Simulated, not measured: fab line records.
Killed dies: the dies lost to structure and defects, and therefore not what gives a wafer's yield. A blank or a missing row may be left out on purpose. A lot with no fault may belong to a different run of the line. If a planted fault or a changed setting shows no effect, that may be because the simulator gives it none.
Which tool is to blame? + flow nand harc + Sampling: 24 lots, 72 wafers, 6 of 1302 route steps

WHAT THE GAUGES READ, wafer by wafer
NHARC_P_M1_INSPECT_11.
| lot  | measured     | on                | raw defect count |
|------|--------------|-------------------|------------------|
| L074 | day 6 04:34  | defect inspect-01 | 4 3 1            |
| L075 | day 6 16:58  | defect inspect-02 | 2 3 3            |
| L076 | day 7 05:38  | defect inspect-02 | 6 3 5            |
| L077 | day 7 16:06  | defect inspect-02 | 10 4 5           |
| L078 | day 7 19:08  | defect inspect-02 | 5 3 5            |
| L079 | day 8 04:22  | defect inspect-01 | 2 7 3            |
| L080 | day 8 20:15  | defect inspect-02 | 4 2 4            |
| L081 | day 9 12:29  | defect inspect-02 | 7 7 3            |
| L082 | day 9 12:53  | defect inspect-02 | 7 4 2            |
| L083 | day 10 08:20 | defect inspect-02 | 2 1 4            |
| L084 | day 10 07:19 | defect inspect-01 | 2 4 1            |
| L085 | day 10 17:23 | defect inspect-02 | 3 2 2            |
| L086 | day 11 04:53 | defect inspect-02 | 5 4 4            |
| L088 | day 12 02:51 | defect inspect-02 | 0 4 2            |
| L087 | day 12 03:55 | defect inspect-01 | 4 7 3            |
| L089 | day 12 09:59 | defect inspect-01 | 1 1 1            |
| L090 | day 13 00:33 | defect inspect-01 | 4 5 3            |
| L091 | day 13 08:34 | defect inspect-01 | 4 2 3            |
| L092 | day 13 16:04 | defect inspect-01 | 2 6 1            |
| L093 | day 14 01:06 | defect inspect-02 | 9 7 8            |
| L094 | day 14 13:32 | defect inspect-01 | 2 3 3            |
| L095 | day 15 04:16 | defect inspect-02 | 7 2 2            |
| L096 | day 15 10:38 | defect inspect-02 | 7 2 5            |
| L097 | day 15 21:59 | defect inspect-01 | 2 2 5            |

NHARC_P_M1_THK_MEAS_24: measures by xrf.
| lot  | measured     | on            | thk nm (nm)       |
|------|--------------|---------------|-------------------|
| L074 | day 6 07:04  | film metro-01 | 158.3 157.1 157.7 |
| L075 | day 6 19:26  | film metro-02 | 157.2 155.8 157.6 |
| L076 | day 7 08:28  | film metro-02 | 159.5 158.7 159.5 |
| L077 | day 7 18:34  | film metro-02 | 152.9 154.4 156.0 |
| L078 | day 7 21:40  | film metro-01 | 159.3 157.8 156.7 |
| L079 | day 8 06:50  | film metro-02 | 158.7 155.3 155.6 |
| L080 | day 8 22:50  | film metro-01 | 158.1 157.7 157.7 |
| L081 | day 9 14:58  | film metro-01 | 157.1 157.7 157.7 |
| L082 | day 9 15:28  | film metro-02 | 156.7 156.4 158.3 |
| L083 | day 10 10:49 | film metro-02 | 156.6 159.7 158.2 |
| L084 | day 10 10:12 | film metro-01 | 156.3 155.2 156.3 |
| L085 | day 10 19:52 | film metro-02 | 158.3 157.7 157.3 |
| L086 | day 11 07:24 | film metro-02 | 158.4 156.3 157.7 |
| L088 | day 12 05:20 | film metro-02 | 161.3 159.5 156.1 |
| L087 | day 12 06:25 | film metro-01 | 156.7 160.6 156.0 |
| L089 | day 12 12:28 | film metro-01 | 156.2 158.5 156.6 |
| L090 | day 13 03:41 | film metro-02 | 155.3 158.4 158.8 |
| L091 | day 13 11:10 | film metro-01 | 159.0 160.9 159.7 |
| L092 | day 13 18:32 | film metro-02 | 158.3 158.6 156.8 |
| L093 | day 14 03:35 | film metro-02 | 157.5 154.0 155.2 |
| L094 | day 14 16:01 | film metro-02 | 157.4 156.6 160.2 |
| L095 | day 15 06:44 | film metro-02 | 155.4 155.6 157.9 |
| L096 | day 15 13:07 | film metro-02 | 156.8 156.8 155.4 |
| L097 | day 16 00:28 | film metro-02 | 159.7 159.6 158.5 |

WHAT TOOL EACH LOT RAN ON (gives the tool, then ch and the chambers of the sampled wafers, and finally the start)
| lot  | NHARC_P_GATE_HM_OPEN_105                      | NHARC_P_M0_PVD_21                       | NHARC_P_M1_DESCUM_14               | NHARC_P_M1_STRIP_18                |
|------|-----------------------------------------------|-----------------------------------------|------------------------------------|------------------------------------|
| L074 | rie diel-01 ch 0,1,3, day 6 04:34 or earlier  | pvd sputter-03, day 6 04:34 or earlier  | rie diel-09 ch 0,2,3, day 6 04:39  | rie diel-10 ch 0,1,3, day 6 05:06  |
| L075 | rie diel-11 ch 2,3, day 6 16:58 or earlier    | pvd sputter-03, day 6 16:58 or earlier  | rie diel-07 ch 1,2,3, day 6 17:02  | rie diel-09 ch 0,2,3, day 6 17:28  |
| L076 | rie diel-04 ch 0,2, day 7 05:38 or earlier    | pvd sputter-01, day 7 05:38 or earlier  | rie diel-07 ch 0,2, day 7 05:41    | rie diel-10 ch 2,3, day 7 06:05    |
| L077 | rie diel-11 ch 0,1,3, day 7 16:06 or earlier  | pvd sputter-02, day 7 16:06 or earlier  | rie diel-07 ch 0,1,2, day 7 16:11  | rie diel-10 ch 0,3, day 7 16:34    |
| L078 | rie diel-11 ch 0,1,2, day 7 19:08 or earlier  | pvd sputter-02, day 7 19:08 or earlier  | rie diel-10 ch 2,3, day 7 19:12    | rie diel-10 ch 0,2,3, day 7 19:35  |
| L079 | rie diel-04 ch 0,3, day 8 01:33 or earlier    | pvd sputter-03, day 8 01:33             | rie diel-09 ch 1,2, day 8 04:26    | rie diel-10 ch 0,2,3, day 8 04:52  |
| L080 | rie diel-01 ch 1,2, day 8 20:15 or earlier    | pvd sputter-03, day 8 20:15 or earlier  | rie diel-07 ch 1,2,3, day 8 20:20  | rie diel-10 ch 1,2,3, day 8 20:47  |
| L081 | rie diel-04 ch 0,1,2, day 9 12:29 or earlier  | pvd sputter-02, day 9 12:29 or earlier  | rie diel-10 ch 1,2,3, day 9 12:34  | rie diel-07 ch 1,2,3, day 9 12:56  |
| L082 | rie diel-01 ch 0,1,2, day 9 12:53 or earlier  | pvd sputter-03, day 9 12:53 or earlier  | rie diel-10 ch 1,2,3, day 9 12:59  | rie diel-10 ch 1,2,3, day 9 13:28  |
| L083 | rie diel-01 ch 1,2,3, day 10 08:20 or earlier | pvd sputter-02, day 10 08:20 or earlier | rie diel-10 ch 1,2,3, day 10 08:25 | rie diel-07 ch 0,3, day 10 08:47   |
| L084 | rie diel-01 ch 0,3, day 10 07:19 or earlier   | pvd sputter-03, day 10 07:19 or earlier | rie diel-07 ch 0,2,3, day 10 07:23 | rie diel-07 ch 0,1, day 10 07:47   |
| L085 | rie diel-04 ch 0,3, day 10 17:23 or earlier   | pvd sputter-03, day 10 17:23 or earlier | rie diel-07 ch 0,2, day 10 17:26   | rie diel-10 ch 0,1, day 10 17:49   |
| L086 | rie diel-11 ch 2,3, day 11 04:53 or earlier   | pvd sputter-03, day 11 04:53 or earlier | rie diel-07 ch 0,1,3, day 11 04:56 | rie diel-07 ch 0,1,3, day 11 05:20 |
| L088 | rie diel-01 ch 0,1,2, day 12 02:51 or earlier | pvd sputter-02, day 12 02:51 or earlier | rie diel-07 ch 1,2,3, day 12 02:55 | rie diel-09 ch 0,1,2, day 12 03:17 |
| L087 | rie diel-11 ch 0,2,3, day 12 03:55 or earlier | pvd sputter-03, day 12 03:55 or earlier | rie diel-10 ch 0,2,3, day 12 03:59 | rie diel-07 ch 0,2,3, day 12 04:21 |
| L089 | rie diel-01 ch 0,1, day 12 09:59 or earlier   | pvd sputter-01, day 12 09:59 or earlier | rie diel-10 ch 0,2,3, day 12 10:04 | rie diel-07 ch 1,3, day 12 10:28   |
| L090 | rie diel-04 ch 0,2,3, day 13 00:33 or earlier | pvd sputter-01, day 13 00:33 or earlier | rie diel-10 ch 2,3, day 13 00:37   | rie diel-10 ch 0,2,3, day 13 01:04 |
| L091 | rie diel-04 ch 0,1,3, day 13 08:34 or earlier | pvd sputter-02, day 13 08:34 or earlier | rie diel-10 ch 0,2, day 13 08:38   | rie diel-10 ch 0,1,2, day 13 09:00 |
| L092 | rie diel-04 ch 0,2, day 13 16:04 or earlier   | pvd sputter-03, day 13 16:04 or earlier | rie diel-09 ch 1,2, day 13 16:07   | rie diel-10 ch 0,1,3, day 13 16:30 |
| L093 | rie diel-01 ch 2,3, day 14 01:06 or earlier   | pvd sputter-01, day 14 01:06 or earlier | rie diel-10 ch 1,2, day 14 01:10   | rie diel-07 ch 0,1, day 14 01:34   |
| L094 | rie diel-01 ch 0,1,2, day 14 13:32 or earlier | pvd sputter-01, day 14 13:32 or earlier | rie diel-07 ch 0,3, day 14 13:35   | rie diel-07 ch 0,1,3, day 14 13:58 |
| L095 | rie diel-01 ch 1,2,3, day 15 04:16 or earlier | pvd sputter-01, day 15 04:16 or earlier | rie diel-07 ch 0,2, day 15 04:20   | rie diel-07 ch 2,3, day 15 04:42   |
| L096 | rie diel-04 ch 0,1,3, day 15 10:38 or earlier | pvd sputter-01, day 15 10:38 or earlier | rie diel-10 ch 0,3, day 15 10:43   | rie diel-07 ch 2,3, day 15 11:06   |
| L097 | rie diel-04 ch 0,1,2, day 15 21:59 or earlier | pvd sputter-01, day 15 21:59 or earlier | rie diel-07 ch 1,2, day 15 22:03   | rie diel-09 ch 0,1,3, day 15 22:29 |
- NHARC_P_GATE_HM_OPEN_105: chemistry O2/COS, target depth 360 nm.
- NHARC_P_M0_PVD_21: deposits Cu, target thk 30 nm, time 20.49 s.
- NHARC_P_M1_DESCUM_14: chemistry O2, time 3 s.
- NHARC_P_M1_STRIP_18: strips in N2/H2.

AS READ BY THE TOOLS THEMSELVES (means over the sampled wafers that have a number; for cases with no such wafer, the mark the record gives instead)
NHARC_P_GATE_HM_OPEN_105.
| lot  | tool        | drypump motor current A (A) | oes product au (a.u.) | rf vpp V (V) | showerhead plenum p Torr (Torr) | throttle valve pct (%) |
|------|-------------|-----------------------------|-----------------------|--------------|---------------------------------|------------------------|
| L074 | rie diel-01 | 6.1                         | 1.008                 | 467.8        | 3.12                            | 28.330                 |
| L075 | rie diel-11 | 5.7                         | 1.016                 | 468.5        | 3.19                            | 28.332                 |
| L076 | rie diel-04 | 5.7                         | 1.004                 | 468.6        | 3.22                            | 28.328                 |
| L077 | rie diel-11 | 5.7                         | 0.991                 | 470.4        | 3.24                            | 28.330                 |
| L078 | rie diel-11 | 5.9                         | 1.007                 | 469.0        | 3.23                            | 28.331                 |
| L079 | rie diel-04 | 5.3                         | 0.993                 | 464.2        | 2.96                            | 28.335                 |
| L080 | rie diel-01 | 5.8                         | 0.982                 | 470.8        | 3.29                            | 28.324                 |
| L081 | rie diel-04 | 5.4                         | 0.993                 | 469.1        | 3.16                            | 28.328                 |
| L082 | rie diel-01 | 6.0                         | 0.993                 | 468.0        | 3.19                            | 28.337                 |
| L083 | rie diel-01 | 5.9                         | 1.001                 | 469.4        | 3.22                            | 28.334                 |
| L084 | rie diel-01 | 6.2                         | 1.006                 | 465.1        | 3.03                            | 28.330                 |
| L085 | rie diel-04 | 5.4                         | 0.987                 | 464.0        | 2.98                            | 28.325                 |
| L086 | rie diel-11 | 5.7                         | 1.018                 | 468.8        | 3.19                            | 28.326                 |
| L088 | rie diel-01 | 6.0                         | 0.999                 | 468.2        | 3.19                            | 28.326                 |
| L087 | rie diel-11 | 5.8                         | 1.000                 | 467.8        | 3.20                            | 28.341                 |
| L089 | rie diel-01 | 6.1                         | 1.003                 | 467.8        | 3.17                            | 28.323                 |
| L090 | rie diel-04 | 5.5                         | 0.986                 | 466.0        | 3.09                            | 28.331                 |
| L091 | rie diel-04 | 5.2                         | 0.993                 | 465.3        | 3.03                            | 28.332                 |
| L092 | rie diel-04 | 5.7                         | 1.001                 | 467.4        | 3.22                            | 28.323                 |
| L093 | rie diel-01 | 5.8                         | 1.005                 | 469.3        | 3.24                            | 28.339                 |
| L094 | rie diel-01 | 6.0                         | 0.998                 | 468.4        | 3.19                            | 28.335                 |
| L095 | rie diel-01 | 5.8                         | 1.000                 | 469.5        | 3.22                            | 28.332                 |
| L096 | rie diel-04 | 5.2                         | 1.001                 | 464.1        | 3.03                            | 28.336                 |
| L097 | rie diel-04 | 5.4                         | 1.002                 | 468.1        | 3.16                            | 28.330                 |

NHARC_P_M0_PVD_21.
| lot  | tool           | chamber pressure pa (Pa) | throttle valve pct (%) |
|------|----------------|--------------------------|------------------------|
| L074 | pvd sputter-03 | 4.998                    | 29.7                   |
| L075 | pvd sputter-03 | 5.017                    | 30.8                   |
| L076 | pvd sputter-01 | 5.005                    | 31.0                   |
| L077 | pvd sputter-02 | 4.999                    | 30.2                   |
| L078 | pvd sputter-02 | 4.998                    | 30.1                   |
| L079 | pvd sputter-03 | 5.001                    | 29.4                   |
| L080 | pvd sputter-03 | 5.001                    | 29.3                   |
| L081 | pvd sputter-02 | 5.007                    | 29.9                   |
| L082 | pvd sputter-03 | 5.010                    | 30.1                   |
| L083 | pvd sputter-02 | 5.002                    | 29.4                   |
| L084 | pvd sputter-03 | 4.997                    | 29.1                   |
| L085 | pvd sputter-03 | 5.008                    | 29.2                   |
| L086 | pvd sputter-03 | 4.996                    | 28.3                   |
| L088 | pvd sputter-02 | 4.997                    | 29.8                   |
| L087 | pvd sputter-03 | 4.999                    | 29.1                   |
| L089 | pvd sputter-01 | 4.997                    | 31.5                   |
| L090 | pvd sputter-01 | 4.994                    | 31.7                   |
| L091 | pvd sputter-02 | 4.991                    | 29.0                   |
| L092 | pvd sputter-03 | 5.004                    | 29.2                   |
| L093 | pvd sputter-01 | 5.007                    | 31.3                   |
| L094 | pvd sputter-01 | 5.003                    | 31.5                   |
| L095 | pvd sputter-01 | 4.993                    | 31.6                   |
| L096 | pvd sputter-01 | 5.003                    | 32.1                   |
| L097 | pvd sputter-01 | 5.002                    | 31.4                   |

NHARC_P_M1_DESCUM_14.
| lot  | tool        | drypump motor current A (A) | oes product au (a.u.) | rf vpp V (V) | showerhead plenum p Torr (Torr) | throttle valve pct (%) |
|------|-------------|-----------------------------|-----------------------|--------------|---------------------------------|------------------------|
| L074 | rie diel-09 | 5.6                         | 1.015                 | 57.5         | 1.93                            | 11.305                 |
| L075 | rie diel-07 | 6.0                         | 1.016                 | 57.3         | 1.92                            | 11.316                 |
| L076 | rie diel-07 | 6.3                         | 1.013                 | 58.4         | 1.99                            | 11.304                 |
| L077 | rie diel-07 | 6.2                         | 1.007                 | 58.1         | 1.92                            | 11.301                 |
| L078 | rie diel-10 | 5.5                         | 0.994                 | 56.7         | 1.84                            | 11.311                 |
| L079 | rie diel-09 | 5.9                         | 0.996                 | 59.1         | 2.01                            | 11.306                 |
| L080 | rie diel-07 | 6.0                         | 1.007                 | 58.3         | 1.92                            | 11.310                 |
| L081 | rie diel-10 | 5.6                         | 0.993                 | 57.8         | 1.85                            | 11.315                 |
| L082 | rie diel-10 | 5.6                         | 1.003                 | 57.5         | 1.85                            | 11.308                 |
| L083 | rie diel-10 | 5.6                         | 0.998                 | 57.4         | 1.84                            | 11.316                 |
| L084 | rie diel-07 | 5.9                         | 1.007                 | 58.1         | 1.96                            | 11.302                 |
| L085 | rie diel-07 | 6.3                         | 1.009                 | 57.4         | 1.99                            | 11.311                 |
| L086 | rie diel-07 | 5.8                         | 1.000                 | 57.7         | 1.89                            | 11.307                 |
| L088 | rie diel-07 | 6.0                         | 1.011                 | 58.6         | 1.92                            | 11.312                 |
| L087 | rie diel-10 | 5.8                         | 1.002                 | 58.0         | 1.87                            | 11.314                 |
| L089 | rie diel-10 | 5.8                         | 1.007                 | 58.2         | 1.87                            | 11.314                 |
| L090 | rie diel-10 | 5.8                         | 0.995                 | 58.1         | 1.84                            | 11.311                 |
| L091 | rie diel-10 | 5.7                         | 1.011                 | 58.1         | 1.90                            | 11.315                 |
| L092 | rie diel-09 | 5.9                         | 1.000                 | 57.3         | 1.99                            | 11.303                 |
| L093 | rie diel-10 | 5.4                         | 0.988                 | 57.4         | 1.84                            | 11.310                 |
| L094 | rie diel-07 | 5.7                         | 0.992                 | 57.8         | 1.92                            | 11.314                 |
| L095 | rie diel-07 | 6.3                         | 1.014                 | 57.4         | 1.98                            | 11.310                 |
| L096 | rie diel-10 | 6.2                         | 1.000                 | 57.0         | 1.88                            | 11.312                 |
| L097 | rie diel-07 | 6.3                         | 1.006                 | 58.5         | 1.88                            | 11.316                 |

NHARC_P_M1_STRIP_18.
| lot  | tool        | drypump motor current A (A) | n2 flow sccm (sccm) | oes product au (a.u.) | rf vpp V (V) | showerhead plenum p Torr (Torr) | throttle valve pct (%) |
|------|-------------|-----------------------------|---------------------|-----------------------|--------------|---------------------------------|------------------------|
| L074 | rie diel-10 | 6.0                         | 149.4               | 0.995                 | 90.7         | 2.01                            | 14.176                 |
| L075 | rie diel-09 | 5.6                         | 149.6               | 1.004                 | 91.3         | 2.05                            | 14.170                 |
| L076 | rie diel-10 | 5.9                         | 150.1               | 1.000                 | 89.8         | 1.97                            | 14.171                 |
| L077 | rie diel-10 | 6.2                         | 149.9               | 1.006                 | 91.5         | 2.04                            | 14.177                 |
| L078 | rie diel-10 | 5.8                         | 150.1               | 1.003                 | 89.3         | 2.00                            | 14.167                 |
| L079 | rie diel-10 | 5.8                         | 150.0               | 0.998                 | 90.7         | 2.00                            | 14.173                 |
| L080 | rie diel-10 | 5.6                         | 150.0               | 0.997                 | 90.2         | 1.97                            | 14.170                 |
| L081 | rie diel-07 | 6.0                         | 150.7               | 1.007                 | 90.5         | 2.05                            | 14.179                 |
| L082 | rie diel-10 | 5.7                         | 150.3               | 0.996                 | 90.2         | 1.97                            | 14.173                 |
| L083 | rie diel-07 | 5.6                         | 150.0               | 1.000                 | 90.4         | 2.05                            | 14.165                 |
| L084 | rie diel-07 | 6.0                         | 149.8               | 0.996                 | 91.3         | 2.01                            | 14.167                 |
| L085 | rie diel-10 | 5.9                         | 150.0               | 0.998                 | 90.9         | 2.04                            | 14.171                 |
| L086 | rie diel-07 | 5.8                         | 149.9               | 1.001                 | 90.2         | 2.01                            | 14.174                 |
| L088 | rie diel-09 | 5.7                         | 150.0               | 0.999                 | 91.3         | 2.10                            | 14.170                 |
| L087 | rie diel-07 | 5.9                         | 150.2               | 1.013                 | 90.7         | 2.08                            | 14.163                 |
| L089 | rie diel-07 | 5.7                         | 150.0               | 1.001                 | 90.1         | 2.01                            | 14.175                 |
| L090 | rie diel-10 | 5.8                         | 150.0               | 1.005                 | 89.7         | 2.00                            | 14.170                 |
| L091 | rie diel-10 | 5.5                         | 150.2               | 0.998                 | 90.8         | 2.00                            | 14.182                 |
| L092 | rie diel-10 | 6.0                         | 150.6               | 0.991                 | 90.5         | 2.00                            | 14.182                 |
| L093 | rie diel-07 | 6.0                         | 150.3               | 0.994                 | 90.1         | 2.00                            | 14.176                 |
| L094 | rie diel-07 | 5.8                         | 150.1               | 0.992                 | 91.1         | 2.01                            | 14.173                 |
| L095 | rie diel-07 | 5.8                         | 150.2               | 1.000                 | 91.4         | 2.08                            | 14.183                 |
| L096 | rie diel-07 | 6.1                         | 150.1               | 1.002                 | 90.7         | 2.12                            | 14.169                 |
| L097 | rie diel-09 | 5.8                         | 150.4               | 0.991                 | 90.9         | 2.02                            | 14.158                 |

THE ANSWER, worked out from the rows above alone
Rule: what is usual is taken from the lots themselves. Put in order of their means at a reading, lots are off if they are a third of the lots or fewer, leave a main group of 4 or more, and stand apart from it by a gap of 3 or more times the standard deviation of the main group's means; of several such gaps the widest counts. If all means in a main group match to the digits the tables above print for the reading, that group is not used. Also off: a lot with no number at a reading for which 4 or more lots have one. All remaining lots with rows at the step are treated as sound. After the gauges, taken in route order, come the tools' own readings; for these a lot's mean is taken, as printed above. At the first step where some lot is off, the reading lying furthest off is the one used; lots without a number count as furthest.
Across all readings shown, no lot is off: no conclusion can be drawn from this.

WHAT THE SIMULATOR PUT IN
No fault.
